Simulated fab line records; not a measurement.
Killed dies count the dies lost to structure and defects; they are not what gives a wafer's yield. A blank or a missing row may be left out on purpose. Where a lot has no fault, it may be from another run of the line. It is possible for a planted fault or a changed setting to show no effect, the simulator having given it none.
Chamber matching ; flow n5-finfet ; N5_BEOL_M13_VIA_ETCH_16 on rie-diel-03 has 4 sister chambers
The step etches SiOC in C4F8/O2/Ar, target depth 921.7 nm. 4 wafers are shown with their chamber, then 8 later ones without.

== WAFERS PAIRED WITH THEIR CHAMBERS ==
wafer;chamber;showerhead-plenum-p-Torr (Torr)
L077.6;2;3.60
L088.3;1;3.53
L088.6;3;3.23
L091.1;0;3.48

== WAFERS WITH NO CHAMBER GIVEN ==
wafer;showerhead-plenum-p-Torr (Torr)
L091.2;3.52
L091.6;3.48
L094.2;3.52
L094.3;3.22
L094.5;3.52
L093.1;3.22
L093.2;3.52
L093.3;3.47

== WHICH CHAMBER EACH WENT THROUGH ==
wafer;from the rows above;in truth
L091.2;1;1
L091.6;0;0
L094.2;1;1
L094.3;3;3
L094.5;1;1
L093.1;3;3
L093.2;1;1
L093.3;0;0
Placed correctly: 8 of 8. Not placeable from these rows: 0. Placed wrongly: 0.
How it was worked out, from the rows above alone: a wafer's distance from a chamber is the root of the sum, over the readings, of the square of ((its reading less the chamber's mean) divided by the reading's scatter). The wafer belongs to the nearest chamber; if the next one is less than 2 further off, it can't be placed. A chamber's mean is the mean of its shown wafers. The scatter: root of mean squared gap, hidden wafer to nearest shown wafer, with one shown wafer a chamber.
